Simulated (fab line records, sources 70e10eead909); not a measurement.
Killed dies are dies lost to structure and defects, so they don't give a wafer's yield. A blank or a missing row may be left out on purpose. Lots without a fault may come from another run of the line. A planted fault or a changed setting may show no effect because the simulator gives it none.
Chamber matching | flow nand_harc | NHARC_A_BLC_ALD_23 on ald_metal-04: 4 sister chambers
The step deposits TiN, target thk 3 nm, pulse time 1 s, ald cycles 150. 8 wafers are shown with their chamber, then 7 later ones without.

WAFERS WITH THEIR CHAMBER
wafer  | chamber | heater_power_outer_w (W) | heater_power_w (W)
L541.4 | 0       | 638                      | 1022
L540.1 | 3       | 735                      | 1162
L540.5 | 1       | 824                      | 1204
L548.4 | 2       | 668                      | 1134
L548.5 | 3       | 700                      | 1102
L548.6 | 2       | 684                      | 1141
L551.3 | 0       | 665                      | 1075
L551.4 | 1       | 772                      | 1112

WAFERS WITHOUT THEIR CHAMBER
wafer  | heater_power_outer_w (W) | heater_power_w (W)
L551.6 | 699                      | 1153
L552.1 | 664                      | 1072
L552.2 | 773                      | 1129
L552.3 | 707                      | 1121
L556.1 | 682                      | 1188
L556.2 | 786                      | 1118
L556.6 | 648                      | 1079

WHICH CHAMBER EACH WENT THROUGH
wafer  | from the rows above          | in truth
L551.6 | can't be placed: 3 or 2      | 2
L552.1 | can't be placed: 0 or 2 or 3 | 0
L552.2 | can't be placed: 1 or 3      | 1
L552.3 | can't be placed: 3 or 2      | 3
L556.1 | can't be placed: 2 or 3      | 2
L556.2 | can't be placed: 1 or 3      | 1
L556.6 | can't be placed: 0 or 2      | 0
Placed correctly: 0 of 7. Can't be placed from these rows: 7 (the true chamber is among the candidates in 7). Placed wrongly: 0.
How it was worked out, from the rows above alone: a wafer's distance from a chamber is the root of the sum, over the readings, of the square of ((its reading less the chamber's mean) divided by the reading's scatter). The wafer belongs to the nearest chamber; if the next one is less than 2 further off, it can't be placed. A chamber's mean is the mean of its shown wafers. The scatter: the root of (the sum of the squares of (reading less its chamber's mean) over the shown wafers, divided by (wafers less chambers)).
